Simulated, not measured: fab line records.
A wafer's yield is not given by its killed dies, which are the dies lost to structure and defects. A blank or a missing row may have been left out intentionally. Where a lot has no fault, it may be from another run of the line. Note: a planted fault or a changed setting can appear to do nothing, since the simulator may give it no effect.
Matching of chambers + flow nand harc + NHARC_A_M0_ETCH_34 on rie diel-08 has 4 sister chambers
The step etches the open film in N2/H2, target depth 40 nm, overetch 12 nm, time 43.94 s. 4 wafers are shown with their chamber, then 7 later ones without.

WAFERS PAIRED WITH THEIR CHAMBERS
| wafer  | chamber | drypump motor current A (A) |
|--------|---------|-----------------------------|
| L082.2 | 3       | 6.7                         |
| L086.6 | 1       | 6.0                         |
| L093.2 | 0       | 5.1                         |
| L093.3 | 2       | 6.0                         |

WAFERS WITH NO CHAMBER GIVEN
| wafer  | drypump motor current A (A) |
|--------|-----------------------------|
| L093.5 | 5.1                         |
| L094.1 | 5.9                         |
| L094.4 | 5.1                         |
| L094.5 | 6.0                         |
| L095.1 | 5.1                         |
| L095.4 | 6.0                         |
| L095.5 | 6.0                         |

WHICH CHAMBER EACH WENT THROUGH
| wafer  | from the rows above     | in truth |
|--------|-------------------------|----------|
| L093.5 | 0                       | 0        |
| L094.1 | can't be placed: 1 or 2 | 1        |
| L094.4 | 0                       | 0        |
| L094.5 | can't be placed: 1 or 2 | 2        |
| L095.1 | 0                       | 0        |
| L095.4 | can't be placed: 1 or 2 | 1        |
| L095.5 | can't be placed: 1 or 2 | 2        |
3 of 7 placed correctly. Cannot be placed on the basis of these rows: 4; the candidates contain the true chamber in 4. Wrongly placed: 0.
How it was worked out, from the rows above alone: a wafer's distance from a chamber is the root of the sum, over the readings, of the square of ((its reading less the chamber's mean) divided by the reading's scatter). If the next closest chamber is less than 2 further off than the closest, the wafer can't be placed; otherwise it belongs to the closest. The mean given for a chamber averages the wafers shown for that chamber. The scatter: with one shown wafer a chamber, the root of the mean of the squares of how far each hidden wafer lies from its nearest shown one.
